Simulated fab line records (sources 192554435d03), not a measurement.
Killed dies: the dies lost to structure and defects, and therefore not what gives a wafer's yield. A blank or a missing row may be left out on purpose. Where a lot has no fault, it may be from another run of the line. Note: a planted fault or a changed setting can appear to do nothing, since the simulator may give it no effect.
Split-lot trial -- flow n5_finfet -- route with 1938 steps; 7 lots, 21 wafers read

== THE SPLIT ==
At N5_DUMMY_GATE_COAT_28 (time 60 s, resist thk 10 nm), the setting spin_rpm was moved away from the recipe's 1500 rpm on 5 of the 21 wafers read, by -11.2% to +6.7%. All remaining wafers had this setting at the recipe value.

The reading comes from the split's own step.

== THE READING ==
underlayer_of_DUMMY_GATE_COAT_28.thk_nm (the simulator's own value, which no gauge read), in nm, at N5_DUMMY_GATE_COAT_28 (time 60 s, resist thk 10 nm). The file gives no usual value for it.

wafer,"tool, chamber at the split","spin_rpm as run, rpm",against the recipe,"underlayer_of_DUMMY_GATE_COAT_28.thk_nm, nm",against lot-mates on the recipe
L075.2,"litho_track-01, 0",1601,+6.7%,9.6,-0.4
L075.4,"litho_track-01, 0",1601,+6.7%,9.6,-0.4
L075.6,"litho_track-01, 0",1500,recipe,10,-
L085.2,"litho_track-01, 0",1500,recipe,10,-
L085.3,"litho_track-01, 0",1500,recipe,10,-
L085.5,"litho_track-01, 0",1500,recipe,10,-
L087.1,"litho_track-04, 0",1500,recipe,10,-
L087.2,"litho_track-04, 0",1500,recipe,10,-
L087.3,"litho_track-04, 0",1500,recipe,10,-
L092.2,"litho_track-02, 0",1332,-11.2%,10.6,+0.6
L092.5,"litho_track-02, 0",1500,recipe,10,-
L092.6,"litho_track-02, 0",1500,recipe,10,-
L093.1,"litho_track-02, 0",1500,recipe,10,-
L093.4,"litho_track-02, 0",1500,recipe,10,-
L093.6,"litho_track-02, 0",1500,recipe,10,-
L094.2,"litho_track-04, 0",1500,recipe,10,-
L094.4,"litho_track-04, 0",1500,recipe,10,-
L094.6,"litho_track-04, 0",1500,recipe,10,-
L097.1,"litho_track-04, 0",1500,recipe,10,-
L097.2,"litho_track-04, 0",1421,-5.3%,10.2,+0.2
L097.4,"litho_track-04, 0",1421,-5.3%,10.2,+0.2

THE FIT
A straight line over all 21 wafers: underlayer_of_DUMMY_GATE_COAT_28.thk_nm changes by -0.0527 nm for each +1% of spin_rpm; r = -0.99; the points scatter about the line by 0.027 nm.
The same after taking each lot's own level away (the mean of its wafers on the recipe; 21 wafers): -0.0527 nm for each +1%; r = -0.99; scatter 0.027 nm.
Per that fit: largest spin_rpm move, reading shift of 0.59 nm.
The lots' own levels span 10.00 to 10.00 nm.
So the lot-to-lot level changes the slope little: the two slopes agree.
Check: with one of the wafers moved furthest among these (-11.2%) left out of the fit, the line predicts +0.559 nm for it against its lot-mates. Against them it came out at +0.6 nm.

== OTHER SPLITS APPLIED TO THESE WAFERS ==
Other splits were also applied to these wafers ahead of the reading. Each is held against what the fit with the lots' levels taken away leaves over:
other split on the same wafers,wafers away from the commonest value,r with underlayer_of_DUMMY_GATE_COAT_28.thk_nm (lot level and that fit taken away)
N5_ZERO_LAYER_PECVD_02 time_s,5,+0.57
N5_FIN_SAQP_COAT_10 spin_rpm,7,+0.19
N5_DUMMY_GATE_CVD_03 temp_c,12,+0.18

== FILE'S OWN FIT ==
underlayer_of_DUMMY_GATE_COAT_28.thk_nm changes by -0.0527 nm for each +1% of spin_rpm, r = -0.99.
